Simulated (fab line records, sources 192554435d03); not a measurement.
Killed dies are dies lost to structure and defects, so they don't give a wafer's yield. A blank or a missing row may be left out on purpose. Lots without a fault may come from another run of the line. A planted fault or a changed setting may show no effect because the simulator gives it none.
fab line records | flow n5_finfet
record lots=5 wafers=15 last_day=18
route steps=1938 shown BEOL_M11@1601 BEOL_M12@1602
lots that met no fault: from a run of the same line without faults
start_h: hours from the record's first day to the start of the lot's first wafer shown | wait_h: hours since the lot's step before | " the same as in the row above | L1.1+2: a row that stands for several wafers | - no value, or no start given | * or withheld: withheld | < > ~ a bound
route shown NAME@n: a module of which the file shows steps, and the number in the route of the first | usual: mean/standard deviation of fault-free wafers | same: alike in all rows | chamber/n: place in a boat | sites: the reading at each site | _std_site: their standard deviation | _edge_site: outer sites' mean less inner sites' | radius_mm: how far each site lies from the wafer's centre | mask NAME#n: copy n | behind: the tool/chamber that last shaped the wafer | hold: why the lot was held/for how many hours/how that ended | device: the transistor (n, p or np) that didn't switch | end of line: the same wafers' tests at the end of the route | a step without rows: its recipe alone | killed: dies lost to structure and defects at the first sort, not the wafer's yield | map: a wafer's dies, x killed, . not, _ none there
set.NAME: the setting as run; set.NAME@STEP: as run at that earlier step | model.NAME: the simulator's own value behind a step, which no gauge read
lots at some steps of the route; a table a step, a row a wafer
services: from which hour (start_h, from the record's first day; less than 0 if before it) a tool's chamber was out of use, for how many hours, and why
## steps
# step N5_BEOL_M11_INSPECT_58
# recipe inspect_instrument=darkfield mode=post_dep
# usual raw_defect_count=70/22
# columns lot.wafer tool chamber start_h wait_h raw_defect_count
L074.1 defect_inspect-01 - 217.49 0.0 99
L074.2 " - " " 68
L074.4 " - " " 62
L081.1 defect_inspect-01 - 263.90 0.0 90
L081.3 " - " " 79
L081.5 " - " " 108
L092.1 defect_inspect-01 - 350.29 0.0 72
L092.3 " - " " 70
L092.5 " - " " 43
L096.1 defect_inspect-02 - 370.26 0.0 69
L096.4 " - " " 83
L096.6 " - " " 92
L097.1 defect_inspect-02 - 376.88 0.0 82
L097.3 " - " " 64
L097.6 " - " " 50
# step N5_BEOL_M12_ILD_DEP_00
# recipe material=SiOC target_thk_a=6589.2 temp_c=350 precursor=DEMS/O2 pressure_torr=5 rf_w=500 time_s=130.7
# usual heater_power_outer_w=266/49 heater_power_w=505/77 rf_fwd_power_W=497.8/1.6 showerhead_plenum_p_Torr=5.700/0.013 throttle_valve_pct=11.9/0.71
# same time_s=130.7
# columns lot.wafer tool chamber start_h wait_h heater_power_outer_w heater_power_w rf_fwd_power_W showerhead_plenum_p_Torr throttle_valve_pct
L074.1 pecvd-03 0 217.53 0.0 276 516 498.0 5.702 11.9
L074.2 " 1 " " 255 453 497.4 5.688 11.5
L074.4 " 0 " " 203 422 494.9 5.698 12.0
L081.1 pecvd-03 2 263.94 0.0 292 564 496.7 5.706 10.9
L081.3 " 0 " " 208 427 497.8 5.705 12.3
L081.5 " 2 " " 300 562 496.1 5.712 10.8
L092.1 pecvd-03 0 350.33 0.0 255 492 498.2 5.718 12.1
L092.3 " 2 " " 290 563 497.1 5.713 11.0
L092.5 " 2 " " 301 584 498.6 5.700 11.0
L096.1 pecvd-03 2 370.30 0.0 304 563 496.5 5.721 11.0
L096.4 " 1 " " 229 448 500.9 5.694 11.7
L096.6 " 2 " " 317 580 496.8 5.708 10.9
L097.1 pecvd-04 0 376.92 0.0 309 534 496.7 5.703 13.0
L097.3 " 1 " " 305 548 496.4 5.685 12.7
L097.6 " 1 " " 324 576 496.2 5.676 12.5
# step N5_BEOL_M12_THK_MEAS_01
# recipe reads=SiOC_of_BEOL_M12_ILD_DEP_00
# usual M12_ILD_THK=655/8.4
# columns lot.wafer tool chamber start_h wait_h M12_ILD_THK[nm]
L074.1 film_metro-01 - 217.71 0.1 642
L074.2 " - " " 649
L074.4 " - " " 653
L081.1 film_metro-01 - 264.07 0.1 650
L081.3 " - " " 629
L081.5 " - " " 653
L092.1 film_metro-02 - 350.46 0.1 652
L092.3 " - " " 644
L092.5 " - " " 657
L096.1 film_metro-01 - 370.43 0.1 641
L096.4 " - " " 663
L096.6 " - " " 657
L097.1 film_metro-01 - 377.05 0.1 657
L097.3 " - " " 658
L097.6 " - " " 665
# step N5_BEOL_M12_COAT_58
# recipe resist=BARC temp_c=205 time_s=60 spin_rpm=1500 resist_thk_nm=89
# usual dispense_pressure_kPa=51.1/1.2
# same time_s=60
# columns lot.wafer tool chamber start_h wait_h dispense_pressure_kPa
L074.1 litho_track-05 0 217.74 0.0 51.4
L074.2 " 0 " " 51.5
L074.4 " 0 " " 51.4
L081.1 litho_track-02 0 264.10 0.0 50.0
L081.3 " 0 " " 49.9
L081.5 " 0 " " 50.0
L092.1 litho_track-05 0 350.49 0.0 51.5
L092.3 " 0 " " 51.4
L092.5 " 0 " " 51.4
L096.1 litho_track-05 0 370.46 0.0 51.5
L096.4 " 0 " " 51.5
L096.6 " 0 " " 51.5
L097.1 litho_track-02 0 377.08 0.0 50.0
L097.3 " 0 " " 50.0
L097.6 " 0 " " 50.0
# step N5_BEOL_M12_COAT_04
# recipe spin_rpm=1625 resist_thk_nm=400
# usual dispense_pressure_kPa=51.1/1.3
# columns lot.wafer tool chamber start_h wait_h dispense_pressure_kPa
L074.1 litho_track-05 0 - - 51.4
L074.2 " 0 " " 51.4
L074.4 " 0 " " 51.4
L081.1 litho_track-02 0 - - 50.0
L081.3 " 0 " " 50.1
L081.5 " 0 " " 50.0
L092.1 litho_track-05 0 - - 51.5
L092.3 " 0 " " 51.5
L092.5 " 0 " " 51.5
L096.1 litho_track-05 0 - - 51.5
L096.4 " 0 " " 51.5
L096.6 " 0 " " 51.5
L097.1 litho_track-02 0 - - 50.0
L097.3 " 0 " " 50.0
L097.6 " 0 " " 50.0
# step N5_BEOL_M12_EBR_06
# recipe solvent=PGMEA ebr_width_mm=1.5
# columns lot.wafer tool chamber start_h wait_h
L074.1+2+4 litho_track-05 0 - -
L081.1+3+5 litho_track-02 0 - -
L092.1+3+5 litho_track-05 0 - -
L096.1+4+6 litho_track-05 0 - -
L097.1+3+6 litho_track-02 0 - -
# step N5_BEOL_M12_SOFTBAKE_05
# recipe temp_c=130 time_s=60
# same time_s=60
# columns lot.wafer tool chamber start_h wait_h
L074.1+2+4 litho_track-05 0 - -
L081.1+3+5 litho_track-02 0 - -
L092.1+3+5 litho_track-05 0 - -
L096.1+4+6 litho_track-05 0 - -
L097.1+3+6 litho_track-02 0 - -
# step N5_BEOL_M12_EXPOSE_07
# recipe mask_id=V11 na=0.93 source_shape=conventional sigma_outer=0.6 polarization=unpolarized attpsm_phase_deg=180 dose_mj=32.5
# usual focus_offset_nm=0.0/0.51
# columns lot.wafer tool chamber start_h wait_h mask focus_offset_nm
L074.1 krf_scanner-02 0 217.96 - V11#0 0.2
L074.2 " 0 " " V11#0 0.3
L074.4 " 0 " " V11#0 -0.6
L081.1 krf_scanner-02 0 264.20 - V11#0 -0.4
L081.3 " 0 " " V11#0 0.1
L081.5 " 0 " " V11#0 0.4
L092.1 krf_scanner-02 0 350.59 - V11#0 -0.1
L092.3 " 0 " " V11#0 -0.4
L092.5 " 0 " " V11#0 -0.3
L096.1 krf_scanner-01 0 370.68 - V11#0 -0.7
L096.4 " 0 " " V11#0 0.2
L096.6 " 0 " " V11#0 -0.7
L097.1 krf_scanner-01 0 377.32 - V11#0 0.8
L097.3 " 0 " " V11#0 1.2
L097.6 " 0 " " V11#0 -0.3
# step N5_BEOL_M12_PEB_08
# recipe peb_temp_c=130 peb_time_s=90
# same peb_time_s=90
# columns lot.wafer tool chamber start_h wait_h
L074.1+2+4 litho_track-02 0 218.02 0.1
L081.1+3+5 litho_track-02 0 264.26 0.1
L092.1+3+5 litho_track-02 0 350.65 0.1
L096.1+4+6 litho_track-02 0 370.74 0.1
L097.1+3+6 litho_track-01 0 377.38 0.1
# step N5_BEOL_M12_DEVELOP_09
# recipe develop_time_s=45 rinse_liquid=diw dry=air_spin dev_temp_c=21
# same develop_time_s=45
# columns lot.wafer tool chamber start_h wait_h
L074.1+2+4 litho_track-02 0 - -
L081.1+3+5 litho_track-02 0 - -
L092.1+3+5 litho_track-02 0 - -
L096.1+4+6 litho_track-02 0 - -
L097.1+3+6 litho_track-01 0 - -
# step N5_BEOL_M12_HARDBAKE_14
# recipe temp_c=130 time_s=120
# same time_s=120
# columns lot.wafer tool chamber start_h wait_h
L074.1+2+4 litho_track-02 0 - -
L081.1+3+5 litho_track-02 0 - -
L092.1+3+5 litho_track-02 0 - -
L096.1+4+6 litho_track-02 0 - -
L097.1+3+6 litho_track-01 0 - -
# step N5_BEOL_M12_CD_MEAS_10
# recipe target_cd_nm=140 landing_energy_ev=500 detector=se_inlens polarity=opening
# usual cd_nm=141.3/2.6
# columns lot.wafer tool chamber start_h wait_h cd_nm
L074.1 cd_sem-02 0 218.14 - 138.7
L074.2 " 0 " " 139.5
L074.4 " 0 " " 139.7
L081.1 cd_sem-03 0 264.37 - 139.3
L081.3 " 0 " " 143.3
L081.5 " 0 " " 140.2
L092.1 cd_sem-01 0 350.76 - 146.1
L092.3 " 0 " " 142.0
L092.5 " 0 " " 145.1
L096.1 cd_sem-02 0 370.85 - 138.2
L096.4 " 0 " " 140.4
L096.6 " 0 " " 142.8
L097.1 cd_sem-02 0 377.50 - 139.6
L097.3 " 0 " " 143.2
L097.6 " 0 " " 142.6
# step N5_BEOL_M12_OVL_MEAS_11
# recipe points_per_wafer=44
# usual V11_OVL=-3/5.6
# columns lot.wafer tool chamber start_h wait_h V11_OVL[nm]
L074.1 overlay-01 0 218.17 0.0 -12
L074.2 " 0 " " 0
L074.4 " 0 " " 1
L081.1 overlay-02 0 264.40 0.0 8
L081.3 " 0 " " 5
L081.5 " 0 " " 5
L092.1 overlay-01 0 350.79 0.0 3
L092.3 " 0 " " -5
L092.5 " 0 " " -4
L096.1 overlay-02 0 370.89 0.0 -5
L096.4 " 0 " " -6
L096.6 " 0 " " -9
L097.1 overlay-01 0 377.53 0.0 -6
L097.3 " 0 " " -1
L097.6 " 0 " " -8
# step N5_BEOL_M12_INSPECT_12
# recipe mode=adi inspect_instrument=macro
# usual raw_defect_count=2/1.4
# columns lot.wafer tool chamber start_h wait_h raw_defect_count
L074.1 defect_inspect-02 - 218.19 0.0 3
L074.2 " - " " 5
L074.4 " - " " 0
L081.1 defect_inspect-01 - 264.43 0.0 1
L081.3 " - " " 2
L081.5 " - " " 0
L092.1 defect_inspect-01 - 350.82 0.0 2
L092.3 " - " " 3
L092.5 " - " " 1
L096.1 defect_inspect-02 - 370.91 0.0 1
L096.4 " - " " 3
L096.6 " - " " 3
L097.1 defect_inspect-01 - 377.55 0.0 5
L097.3 " - " " 1
L097.6 " - " " 1
# step N5_BEOL_M12_DESCUM_15
# recipe chemistry=O2 time_s=7.9 source_power_w=50 bias_power_w=20 pressure_mtorr=20 rf_frequency_hz=2.712e+07 temp_c=40 o2_flow_sccm=225
# usual drypump_motor_current_A=5.7/0.39 oes_product_au=0.83/0.088 rf_fwd_power_W=49.42/0.23 rf_vpp_V=243.1/1.6 showerhead_plenum_p_Torr=2.08/0.095 throttle_valve_pct=20.25/0.21
# same time_s=7.9
# columns lot.wafer tool chamber start_h wait_h drypump_motor_current_A oes_product_au rf_fwd_power_W rf_hours_counter_h rf_vpp_V showerhead_plenum_p_Torr throttle_valve_pct
L074.1 rie_diel-04 3 218.23 0.0 6.0 0.92 49.56 28 243.0 2.04 19.98
L074.2 " 2 " " 5.3 0.67 49.68 258 243.1 2.03 20.57
L074.4 " 0 " " 5.6 0.87 49.32 - 245.5 2.22 20.48
L081.1 rie_diel-04 3 264.46 0.0 6.1 0.88 49.37 48 241.9 2.03 20.01
L081.3 " 1 " " 5.4 0.67 49.73 233 244.4 2.17 20.33
L081.5 " 1 " " 5.5 0.68 49.70 - 245.5 2.17 20.33
L092.1 rie_diel-04 1 350.85 0.0 5.5 0.90 49.76 12 244.3 2.16 20.07
L092.3 " 0 " " 5.6 0.79 49.45 122 244.6 2.20 20.57
L092.5 " 0 " " 5.6 0.78 49.37 - 244.6 2.20 20.58
L096.1 rie_diel-04 2 370.94 0.0 5.3 0.85 49.32 50 241.6 2.01 20.22
L096.4 " 1 " " 5.4 0.90 49.77 21 244.1 2.15 20.07
L096.6 " 2 " " 5.3 0.85 49.71 - 243.2 2.01 20.22
L097.1 rie_diel-05 0 377.58 0.0 5.1 0.86 49.17 70 243.6 2.12 19.92
L097.3 " 1 " " 6.1 0.70 49.30 220 243.7 2.14 20.57
L097.6 " 1 " " 6.1 0.70 49.15 - 243.5 2.15 20.55
# step N5_BEOL_M12_ETCH_59
# recipe chemistry=N2/H2 target=BARC target_depth_a=890 overetch_a=267 time_s=67.9 ion_energy_ev=200 pressure_mtorr=30 source_w=840 bias_w=150 n2_flow_sccm=200 h2_flow_sccm=200
# usual bias_w=150.0/0.45 drypump_motor_current_A=5.7/0.39 h2_flow_sccm=200.0/0.56 oes_product_au=0.70/0.075 rf_fwd_power_W=833.3/2.8 rf_vpp_V=523.7/2.9 showerhead_plenum_p_Torr=2.54/0.11 throttle_valve_pct=17.81/0.26
# same time_s=67.9
# columns lot.wafer tool chamber start_h wait_h bias_w drypump_motor_current_A h2_flow_sccm oes_product_au rf_fwd_power_W rf_hours_counter_h rf_vpp_V showerhead_plenum_p_Torr throttle_valve_pct
L074.1 rie_diel-04 3 218.26 0.0 149.1 6.0 199.7 0.77 833.7 28 524.4 2.47 17.35
L074.2 " 2 " " 149.7 5.3 200.8 0.58 831.8 258 523.1 2.52 18.44
L074.4 " 0 " " 149.8 5.6 200.2 0.72 832.8 - 527.1 2.71 17.99
L081.1 rie_diel-04 3 264.50 0.0 149.9 6.1 200.9 0.74 834.9 48 522.6 2.46 17.37
L081.3 " 1 " " 149.2 5.5 200.6 0.59 835.8 233 526.1 2.62 17.77
L081.5 " 1 " " 149.2 5.5 200.0 0.59 833.5 - 526.2 2.62 17.77
L092.1 rie_diel-04 1 350.89 0.0 150.5 5.5 200.4 0.79 838.2 12 526.5 2.61 17.44
L092.3 " 0 " " 149.8 5.6 199.8 0.67 830.4 122 528.2 2.69 18.08
L092.5 " 0 " " 149.9 5.6 200.7 0.67 832.7 - 526.6 2.69 18.07
L096.1 rie_diel-04 2 370.98 0.0 150.2 5.3 199.9 0.75 832.1 50 522.0 2.50 18.04
L096.4 " 1 " " 150.1 5.4 199.8 0.77 830.5 21 524.8 2.60 17.46
L096.6 " 2 " " 150.5 5.3 201.3 0.76 833.5 - 522.3 2.50 18.07
L097.1 rie_diel-05 0 377.62 0.0 150.1 5.1 201.0 0.71 829.2 70 525.8 2.59 17.50
L097.3 " 1 " " 150.5 6.1 200.6 0.61 833.2 220 526.1 2.61 18.02
L097.6 " 1 " " 150.0 6.1 200.0 0.61 835.2 - 525.3 2.61 18.01
# step N5_BEOL_M12_VIA_ETCH_16
# recipe chemistry=C4F8/O2/Ar target=SiOC pressure_mtorr=30 source_w=3000 bias_w=700 Ar_flow_sccm=400 C4F8_flow_sccm=15 O2_flow_sccm=8 he_inner_torr=15 he_outer_torr=30 target_depth_a=7248 time_s=withheld ion_energy_ev=250 ends=cleared
# usual bias_w=700.0/2.5 drypump_motor_current_A=5.7/0.39 oes_product_au=0.74/0.081 rf_fwd_power_W=2991/8.6 rf_vpp_V=665/3.8 showerhead_plenum_p_Torr=3.41/0.13 throttle_valve_pct=24.07/0.25
# columns lot.wafer tool chamber start_h wait_h bias_w drypump_motor_current_A oes_product_au rf_fwd_power_W rf_vpp_V showerhead_plenum_p_Torr throttle_valve_pct
L074.1 rie_diel-04 3 218.31 0.0 697.5 6.0 0.82 3007 663 3.36 23.86
L074.2 " 2 " " 700.3 5.3 0.60 2990 663 3.36 24.44
L074.4 " 0 " " 701.3 5.6 0.76 2987 672 3.59 24.16
L081.1 rie_diel-04 3 264.55 0.0 703.6 6.1 0.79 2986 663 3.35 23.88
L081.3 " 1 " " 698.3 5.5 0.62 2991 669 3.51 23.98
L081.5 " 1 " " 699.3 5.4 0.62 2982 667 3.51 24.00
L092.1 rie_diel-04 1 350.94 0.0 698.9 5.5 0.84 2979 668 3.50 23.76
L092.3 " 0 " " 704.7 5.6 0.71 2985 669 3.56 24.23
L092.5 " 0 " " 704.3 5.6 0.71 2996 670 3.56 24.22
L096.1 rie_diel-04 2 371.03 0.0 700.5 5.3 0.78 3004 664 3.33 24.17
L096.4 " 1 " " 699.2 5.5 0.82 2987 667 3.49 23.76
L096.6 " 2 " " 703.9 5.3 0.78 3002 663 3.33 24.16
L097.1 rie_diel-05 0 377.67 0.0 699.3 5.1 0.75 2998 667 3.49 23.89
L097.3 " 1 " " 698.1 6.1 0.63 2988 669 3.50 24.27
L097.6 " 1 " " 700.1 6.1 0.63 2989 667 3.50 24.28
# step N5_BEOL_M12_STRIP_63
# recipe chemistry=N2/H2 power_w=1000 temp_c=250 h2_frac=0.65 overash_fraction=0.3 pressure_mtorr=1000 n2_flow_sccm=1750 h2_flow_sccm=3250
# usual drypump_motor_current_A=5.55/0.16 h2_flow_sccm=3249/9.8 heater_power_w=341/26 oes_product_au=0.693/0.0048 strip_time_to_endpoint_s=43.0/1.1
# columns lot.wafer tool chamber start_h wait_h drypump_motor_current_A h2_flow_sccm heater_power_w oes_product_au rf_hours_counter_h strip_time_to_endpoint_s
L074.1 plasma_asher-02 1 218.51 - 5.57 3242 351 0.697 115 43.3
L074.2 " 0 " " 5.66 3242 333 0.689 115 43.1
L074.4 " 1 " " 5.57 3255 350 0.697 - 42.3
L081.1 plasma_asher-01 1 264.76 - 5.70 3239 311 0.702 75 43.8
L081.3 " 0 " " 5.27 3243 375 0.700 - 45.2
L081.5 " 0 " " 5.25 3236 374 0.693 - 43.2
L092.1 plasma_asher-02 0 351.14 - 5.65 3251 333 0.693 140 43.6
L092.3 " 0 " " 5.61 3253 333 0.702 - 44.4
L092.5 " 1 " " 5.57 3250 359 0.692 - 43.8
L096.1 plasma_asher-02 1 371.23 - 5.54 3248 344 0.694 144 45.2
L096.4 " 0 " " 5.66 3254 330 0.690 - 42.4
L096.6 " 1 " " 5.55 3253 352 0.691 - 43.9
L097.1 plasma_asher-02 1 377.87 - 5.56 3234 360 0.689 146 41.9
L097.3 " 1 " " 5.55 3241 344 0.698 - 43.8
L097.6 " 0 " " 5.64 3246 327 0.691 - 43.6
# step N5_BEOL_M12_STRIP_64
# recipe chemistry=N2/H2 power_w=1000 temp_c=250 h2_frac=0.65 overash_fraction=0.3 pressure_mtorr=withheld n2_flow_sccm=1750 h2_flow_sccm=3250
# usual drypump_motor_current_A=5.55/0.16 h2_flow_sccm=3251/10 heater_power_w=341/26 oes_product_au=0.714/0.0043 strip_time_to_endpoint_s=31.32/0.083
# columns lot.wafer tool chamber start_h wait_h drypump_motor_current_A h2_flow_sccm heater_power_w oes_product_au rf_hours_counter_h strip_time_to_endpoint_s
L074.1 plasma_asher-02 1 218.57 0.0 5.59 3249 348 0.714 115 31.40
L074.2 " 0 " " 5.62 3250 332 0.721 115 31.20
L074.4 " 1 " " 5.59 3252 360 0.716 - 31.29
L081.1 plasma_asher-01 1 264.82 0.0 5.72 3238 302 0.728 75 31.28
L081.3 " 0 " " 5.27 3263 378 0.720 - 31.17
L081.5 " 0 " " 5.26 3269 378 0.713 - 31.20
L092.1 plasma_asher-02 0 351.20 0.0 5.60 3242 326 0.720 140 31.33
L092.3 " 0 " " 5.58 3240 333 0.713 - 31.31
L092.5 " 1 " " 5.56 3243 351 0.712 - 31.28
L096.1 plasma_asher-02 1 371.29 0.0 5.59 3280 348 0.712 145 31.31
L096.4 " 0 " " 5.62 3245 336 0.716 - 31.29
L096.6 " 1 " " 5.57 3269 347 0.714 - 31.25
L097.1 plasma_asher-02 1 377.93 0.0 5.59 3247 356 0.717 146 31.40
L097.3 " 1 " " 5.58 3245 346 0.720 - 31.53
L097.6 " 0 " " 5.62 3247 331 0.712 - 31.42
# step N5_BEOL_M12_STRIP_71
# recipe chemistry=post_etch_residue_remover time_s=60 temp_c=25 remover_ph=withheld remover_water_wt_pct=withheld remover_fluoride_wt_pct=withheld
# same time_s=60
# columns lot.wafer tool chamber start_h wait_h
L074.1+2+4 wet_bench-06 7,4,0 218.66 0.1
L081.1+3+5 wet_bench-03 2,0,1 264.90 0.1
L092.1+3+5 wet_bench-06 0,5,7 351.28 0.1
L096.1+4+6 wet_bench-06 5,0,4 371.38 0.1
L097.1+3+6 wet_bench-03 2,1,3 378.02 0.1
# step N5_BEOL_M12_SRD_72
# recipe time_s=30 temp_c=23 rinse_liquid=diw dry=n2_spin spin_rpm=1500 dry_time_s=30
# usual do_supply_ppb=10.00/0.1
# same time_s=30
# columns lot.wafer tool chamber start_h wait_h do_supply_ppb
L074.1 wet_bench-06 7 218.68 0.0 10.00
L074.2 " 4 " " 10.00
L074.4 " 0 " " 10.12
L081.1 wet_bench-03 2 264.92 0.0 10.18
L081.3 " 0 " " 9.97
L081.5 " 1 " " 10.08
L092.1 wet_bench-06 0 351.30 0.0 9.93
L092.3 " 5 " " 9.70
L092.5 " 7 " " 10.07
L096.1 wet_bench-06 5 371.40 0.0 9.85
L096.4 " 0 " " 9.97
L096.6 " 4 " " 10.06
L097.1 wet_bench-03 2 378.04 0.0 10.02
L097.3 " 1 " " 9.89
L097.6 " 3 " " 10.08
# step N5_BEOL_M12_CD_MEAS_17
# recipe target_cd_nm=140 polarity=opening
# usual cd_nm=141.6/2.9
# columns lot.wafer tool chamber start_h wait_h cd_nm
L074.1 cd_sem-03 - 218.72 0.0 139.7
L074.2 " - " " 139.9
L074.4 " - " " 140.4
L081.1 cd_sem-03 - 264.96 0.0 139.2
L081.3 " - " " 143.0
L081.5 " - " " 140.4
L092.1 cd_sem-02 - 351.34 0.0 147.1
L092.3 " - " " 142.1
L092.5 " - " " 145.0
L096.1 cd_sem-03 - 371.44 0.0 139.3
L096.4 " - " " 140.7
L096.6 " - " " 142.0
L097.1 cd_sem-03 - 378.08 0.0 138.6
L097.3 " - " " 144.8
L097.6 " - " " 144.6
# step N5_BEOL_M12_COAT_65
# recipe resist=SOC temp_c=250 time_s=60 spin_rpm=1500 resist_thk_nm=300
# usual dispense_pressure_kPa=51.9/1.8
# same time_s=60
# columns lot.wafer tool chamber start_h wait_h dispense_pressure_kPa
L074.1 litho_track-02 0 218.76 0.0 50.0
L074.2 " 0 " " 50.0
L074.4 " 0 " " 50.0
L081.1 litho_track-02 0 265.00 0.0 50.0
L081.3 " 0 " " 50.0
L081.5 " 0 " " 50.0
L092.1 litho_track-05 0 351.38 0.0 51.5
L092.3 " 0 " " 51.4
L092.5 " 0 " " 51.4
L096.1 litho_track-05 0 371.47 0.0 51.4
L096.4 " 0 " " 51.5
L096.6 " 0 " " 51.5
L097.1 litho_track-01 0 378.11 0.0 54.5
L097.3 " 0 " " 54.5
L097.6 " 0 " " 54.5
# step N5_BEOL_M12_COAT_66
# recipe resist=SiARC temp_c=220 time_s=60 spin_rpm=1500 resist_thk_nm=110
# usual dispense_pressure_kPa=51.9/1.8
# same time_s=60
# columns lot.wafer tool chamber start_h wait_h dispense_pressure_kPa
L074.1 litho_track-02 0 - - 50.0
L074.2 " 0 " " 49.9
L074.4 " 0 " " 50.0
L081.1 litho_track-02 0 - - 50.0
L081.3 " 0 " " 50.0
L081.5 " 0 " " 50.0
L092.1 litho_track-05 0 - - 51.4
L092.3 " 0 " " 51.4
L092.5 " 0 " " 51.4
L096.1 litho_track-05 0 - - 51.4
L096.4 " 0 " " 51.4
L096.6 " 0 " " 51.4
L097.1 litho_track-01 0 - - 54.5
L097.3 " 0 " " 54.5
L097.6 " 0 " " 54.5
# step N5_BEOL_M12_COAT_22
# recipe spin_rpm=2888 resist_thk_nm=300
# usual dispense_pressure_kPa=51.9/1.8
# columns lot.wafer tool chamber start_h wait_h dispense_pressure_kPa
L074.1 litho_track-02 0 - - 49.9
L074.2 " 0 " " 50.0
L074.4 " 0 " " 50.0
L081.1 litho_track-02 0 - - 50.0
L081.3 " 0 " " 50.0
L081.5 " 0 " " 50.0
L092.1 litho_track-05 0 - - 51.5
L092.3 " 0 " " 51.5
L092.5 " 0 " " 51.5
L096.1 litho_track-05 0 - - 51.5
L096.4 " 0 " " 51.5
L096.6 " 0 " " 51.5
L097.1 litho_track-01 0 - - 54.6
L097.3 " 0 " " 54.6
L097.6 " 0 " " 54.5
# step N5_BEOL_M12_EBR_24
# recipe solvent=PGMEA ebr_width_mm=1.5
# columns lot.wafer tool chamber start_h wait_h
L074.1+2+4 litho_track-02 0 - -
L081.1+3+5 litho_track-02 0 - -
L092.1+3+5 litho_track-05 0 - -
L096.1+4+6 litho_track-05 0 - -
L097.1+3+6 litho_track-01 0 - -
# step N5_BEOL_M12_SOFTBAKE_23
# recipe temp_c=130 time_s=60
# same time_s=60
# columns lot.wafer tool chamber start_h wait_h
L074.1+2+4 litho_track-02 0 - -
L081.1+3+5 litho_track-02 0 - -
L092.1+3+5 litho_track-05 0 - -
L096.1+4+6 litho_track-05 0 - -
L097.1+3+6 litho_track-01 0 - -
# step N5_BEOL_M12_EXPOSE_25
# recipe mask_id=M12 na=0.93 source_shape=conventional sigma_outer=0.4 polarization=unpolarized dose_mj=21.8
# usual focus_offset_nm=0.1/0.5
# columns lot.wafer tool chamber start_h wait_h mask focus_offset_nm
L074.1 krf_scanner-01 0 218.87 - M12#0 0.4
L074.2 " 0 " " M12#0 0.4
L074.4 " 0 " " M12#0 -0.1
L081.1 krf_scanner-01 0 265.12 - M12#0 0.1
L081.3 " 0 " " M12#0 0.6
L081.5 " 0 " " M12#0 0.0
L092.1 krf_scanner-02 0 351.62 - M12#0 0.4
L092.3 " 0 " " M12#0 -0.2
L092.5 " 0 " " M12#0 0.3
L096.1 krf_scanner-02 0 371.72 - M12#0 0.2
L096.4 " 0 " " M12#0 0.7
L096.6 " 0 " " M12#0 0.2
L097.1 krf_scanner-01 0 378.23 - M12#0 -0.6
L097.3 " 0 " " M12#0 0.3
L097.6 " 0 " " M12#0 -0.5
# step N5_BEOL_M12_PEB_26
# recipe peb_temp_c=130 peb_time_s=90
# same peb_time_s=90
# columns lot.wafer tool chamber start_h wait_h
L074.1+2+4 litho_track-05 0 218.93 0.1
L081.1+3+5 litho_track-02 0 265.17 0.1
L092.1+3+5 litho_track-01 0 351.68 0.1
L096.1+4+6 litho_track-02 0 371.77 0.1
L097.1+3+6 litho_track-01 0 378.29 0.1
# step N5_BEOL_M12_DEVELOP_27
# recipe develop_time_s=45 rinse_liquid=diw dry=air_spin dev_temp_c=21
# same develop_time_s=45
# columns lot.wafer tool chamber start_h wait_h
L074.1+2+4 litho_track-05 0 - -
L081.1+3+5 litho_track-02 0 - -
L092.1+3+5 litho_track-01 0 - -
L096.1+4+6 litho_track-02 0 - -
L097.1+3+6 litho_track-01 0 - -
# step N5_BEOL_M12_HARDBAKE_32
# recipe temp_c=130 time_s=120
# same time_s=120
# columns lot.wafer tool chamber start_h wait_h
L074.1+2+4 litho_track-05 0 - -
L081.1+3+5 litho_track-02 0 - -
L092.1+3+5 litho_track-01 0 - -
L096.1+4+6 litho_track-02 0 - -
L097.1+3+6 litho_track-01 0 - -
# step N5_BEOL_M12_CD_MEAS_28
# recipe target_cd_nm=160.2 landing_energy_ev=500 detector=se_inlens polarity=opening
# usual cd_nm=161.3/1.7
# columns lot.wafer tool chamber start_h wait_h cd_nm
L074.1 cd_sem-03 0 219.05 - 163.4
L074.2 " 0 " " 162.5
L074.4 " 0 " " 162.3
L081.1 cd_sem-01 0 265.29 - 163.2
L081.3 " 0 " " 162.7
L081.5 " 0 " " 161.0
L092.1 cd_sem-03 0 351.79 - 159.7
L092.3 " 0 " " 160.8
L092.5 " 0 " " 161.5
L096.1 cd_sem-03 0 371.89 - 159.7
L096.4 " 0 " " 159.6
L096.6 " 0 " " 161.2
L097.1 cd_sem-01 0 378.40 - 164.8
L097.3 " 0 " " 163.0
L097.6 " 0 " " 160.7
# step N5_BEOL_M12_OVL_MEAS_29
# recipe points_per_wafer=44
# usual M12_OVL=-3/6.3
# columns lot.wafer tool chamber start_h wait_h M12_OVL[nm]
L074.1 overlay-01 0 219.08 0.0 0
L074.2 " 0 " " -4
L074.4 " 0 " " -4
L081.1 overlay-01 0 265.32 0.0 7
L081.3 " 0 " " -1
L081.5 " 0 " " -4
L092.1 overlay-02 0 351.82 0.0 -6
L092.3 " 0 " " -3
L092.5 " 0 " " 0
L096.1 overlay-01 0 371.92 0.0 -14
L096.4 " 0 " " -4
L096.6 " 0 " " -9
L097.1 overlay-01 0 378.43 0.0 2
L097.3 " 0 " " -3
L097.6 " 0 " " -6
# step N5_BEOL_M12_INSPECT_30
# recipe mode=adi inspect_instrument=macro
# usual raw_defect_count=2.2/1.5
# columns lot.wafer tool chamber start_h wait_h raw_defect_count
L074.1 defect_inspect-02 - 219.10 0.0 0
L074.2 " - " " 3
L074.4 " - " " 5
L081.1 defect_inspect-01 - 265.34 0.0 2
L081.3 " - " " 1
L081.5 " - " " 1
L092.1 defect_inspect-01 - 351.85 0.0 0
L092.3 " - " " 1
L092.5 " - " " 3
L096.1 defect_inspect-02 - 371.94 0.0 0
L096.4 " - " " 1
L096.6 " - " " 1
L097.1 defect_inspect-02 - 378.46 0.0 1
L097.3 " - " " 2
L097.6 " - " " 6
## services
# columns tool chamber start_h hours kind
rie_diel-05 3 201.47 13.7 repair
krf_scanner-02 - 203.51 0.8 pm
krf_scanner-01 - 204.26 1.3 pm
krf_scanner-01 - 205.56 0.8 pm
krf_scanner-02 - 206.31 1.3 pm
krf_scanner-02 - 207.61 1.0 pm
krf_scanner-01 - 211.55 7.2 pm
plasma_asher-02 - 253.43 0.5 repair
krf_scanner-02 - 254.55 0.4 repair
krf_scanner-02 - 265.45 2.7 repair
krf_scanner-01 - 275.63 1.0 pm
pecvd-03 0 283.70 23.4 repair
rie_diel-04 3 317.19 18.4 repair
krf_scanner-02 - 326.83 0.8 pm
plasma_asher-02 - 327.49 2.1 repair
pecvd-03 - 338.65 6.0 pm
krf_scanner-02 - 338.83 0.4 repair
wet_bench-06 - 342.77 4.4 pm
krf_scanner-01 - 346.93 1.9 repair
rie_diel-04 3 352.07 12.2 repair
krf_scanner-01 - 355.21 0.8 pm
krf_scanner-01 - 357.44 1.3 pm
krf_scanner-02 - 374.84 1.0 pm
krf_scanner-02 - 376.73 2.3 repair
## key
fault none
